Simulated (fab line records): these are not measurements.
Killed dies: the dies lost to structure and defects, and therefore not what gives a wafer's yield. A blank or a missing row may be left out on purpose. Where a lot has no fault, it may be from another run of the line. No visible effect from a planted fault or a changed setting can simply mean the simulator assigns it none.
Matching of chambers :: flow nandHarc :: NHARC_A_BLC_STRIP_29 on rieDiel-01: 4 sister chambers
The step strips in CF4. 4 wafers are shown with their chamber, then 10 later ones without.

WAFERS, EACH WITH ITS CHAMBER
wafer: L084.4
chamber: 0
drypumpMotorCurrentA (A): 5.3

wafer: L084.5
chamber: 3
drypumpMotorCurrentA (A): 5.9

wafer: L090.2
chamber: 2
drypumpMotorCurrentA (A): 5.0

wafer: L090.4
chamber: 1
drypumpMotorCurrentA (A): 6.6

WAFERS WITHOUT THEIR CHAMBER
wafer: L090.6
drypumpMotorCurrentA (A): 5.3

wafer: L095.3
drypumpMotorCurrentA (A): 6.6

wafer: L095.5
drypumpMotorCurrentA (A): 6.6

wafer: L095.6
drypumpMotorCurrentA (A): 5.1

wafer: L094.3
drypumpMotorCurrentA (A): 5.3

wafer: L094.4
drypumpMotorCurrentA (A): 5.0

wafer: L094.6
drypumpMotorCurrentA (A): 5.9

wafer: L096.1
drypumpMotorCurrentA (A): 5.9

wafer: L096.4
drypumpMotorCurrentA (A): 5.1

wafer: L096.6
drypumpMotorCurrentA (A): 5.1

THE CHAMBER EACH PASSED THROUGH
wafer: L090.6
from the rows above: 0
in truth: 0

wafer: L095.3
from the rows above: 1
in truth: 1

wafer: L095.5
from the rows above: 1
in truth: 1

wafer: L095.6
from the rows above: can't be placed: 2 or 0
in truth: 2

wafer: L094.3
from the rows above: 0
in truth: 0

wafer: L094.4
from the rows above: 2
in truth: 2

wafer: L094.6
from the rows above: 3
in truth: 3

wafer: L096.1
from the rows above: 3
in truth: 3

wafer: L096.4
from the rows above: can't be placed: 2 or 0
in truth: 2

wafer: L096.6
from the rows above: can't be placed: 2 or 0
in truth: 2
Placed correctly: 7 of 10. From these rows, 3 cannot be placed; in 3 the true chamber is one of the candidates. Wrongly placed: 0.
How it was worked out, from the rows above alone: a wafer's distance from a chamber is the root of the sum, over the readings, of the square of ((its reading less the chamber's mean) divided by the reading's scatter). If the next closest chamber is less than 2 further off than the closest, the wafer can't be placed; otherwise it belongs to the closest. The mean given for a chamber averages the wafers shown for that chamber. The scatter (one wafer shown for each chamber): square how far every hidden wafer sits from the nearest shown wafer, average those squares and take the square root.
